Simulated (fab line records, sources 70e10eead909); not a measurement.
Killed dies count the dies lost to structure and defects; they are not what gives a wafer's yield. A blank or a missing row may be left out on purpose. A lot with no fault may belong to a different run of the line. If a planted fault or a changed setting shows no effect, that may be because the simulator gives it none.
One fault through the eyes of 3 desks ; flow nandHarc ; each desk has only its own numbers; what lay behind them comes last

## DESK OF THE TOOL OWNER: lithoTrack-01
The tool's own readings at NHARC_P_CONTACT_PEB_10 (peb time 65 s): means of the sampled wafers that have a number, for each lot that ran on this tool. Marked OUT: a lot whose mean sits more than 4 standard deviations from the usual mean, which makes it out of limits; the brackets give that distance.
Columns: A = heaterPowerTotalW at NHARC_P_CONTACT_PEB_10, usual 156.6 W; B = plateTempC at NHARC_P_CONTACT_PEB_10, usual 100.01 C; C = resistLineTempC at NHARC_P_CONTACT_PEB_10, usual 22.98 C
lot;first seen here;A;B;C
L654;day 6 23:20;156.4;100.01;22.76
L655;day 7 02:53;156.9;100.17;23.16
L660;day 8 07:52;156.1;100.09;22.91
L662;day 8 22:05;156.5;100.21;22.76
L664;day 9 09:05;156.6;99.95;23.07
L668;day 10 02:43;169.0 (+29) OUT;105.54 (+43) OUT;22.98
L670;day 10 15:08;168.9 (+29) OUT;105.54 (+43) OUT;23.02
Finding of this desk: L668, L670 out of limits; the first was L668 at day 10 02:43, on heaterPowerTotalW at NHARC_P_CONTACT_PEB_10. L654, L655, L660, L662, L664 stayed within limits.

## THE DEFECT DESK
For each lot, the counts of the inspections along the route, averaged over the sampled wafers that have a number. Marked OUT: a lot whose mean sits more than 4 standard deviations from the usual mean, which makes it out of limits; the brackets give that distance.
Columns: A = rawDefectCount at NHARC_P_CONTACT_INSPECT_14, usual 3.9
lot;first seen here;A
L649;day 5 16:11;2.3
L653;day 6 07:04;1.7
L654;day 6 23:32;4.0
L655;day 7 03:06;2.3
L658;day 7 15:01;5.0
L659;day 8 03:50;3.7
L660;day 8 08:05;4.7
L661;day 8 19:44;3.7
L662;day 8 22:17;5.7
L664;day 9 09:17;3.3
L668;day 10 02:55;3.0
L670;day 10 15:20;6.3
L669;day 10 15:44;3.3
Result from this desk: across the 13 lots, nothing is out of limits.

## THE METROLOGY DESK
Lot by lot, what the gauges showed, no matter which tool ran the lot: averages of those sampled wafers that carry a number. Marked OUT: a lot whose mean sits more than 4 standard deviations from the usual mean, which makes it out of limits; the brackets give that distance.
Columns: A = cdNm at NHARC_P_CONTACT_CD_MEAS_12, usual 89.7 nm
lot;first seen here;A
L649;day 5 16:04;89.3
L653;day 6 06:57;89.8
L654;day 6 23:25;89.7
L655;day 7 02:58;89.7
L658;day 7 14:54;89.5
L659;day 8 03:43;89.6
L660;day 8 07:57;90.0
L661;day 8 19:37;90.2
L662;day 8 22:10;89.0
L664;day 9 09:10;88.8
L668;day 10 02:48;108.3 (+26) OUT
L670;day 10 15:13;108.5 (+26) OUT
L669;day 10 15:37;89.1
Finding of this desk: L668, L670 out of limits; the first was L668 at day 10 02:48, on cdNm at NHARC_P_CONTACT_CD_MEAS_12. L649, L653, L654, L655, L658, L659, L660, L661, L662, L664, L669 stayed within limits.

## PUT TOGETHER
An alarm could have come from the tool owner's desk at day 10 02:43, on L668, L670.
The metrology desk could have raised an alarm at day 10 02:48, on L668, L670.
No out-of-limits result turned up at the defect desk.
The defect desk has L668, L670 on record, within its limits.
Of the lots named, all ran NHARC_P_CONTACT_PEB_10 on lithoTrack-01.

## WHAT THE SIMULATOR HAD INSERTED
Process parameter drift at NHARC_P_CONTACT_PEB_10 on lithoTrack-01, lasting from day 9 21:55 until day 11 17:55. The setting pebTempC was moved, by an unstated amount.
Shown lots that were struck: L668, L670.
Counting hours from when the fault started, the first reading out of limits came at 5 for the tool owner's desk and at 5 for the metrology desk.
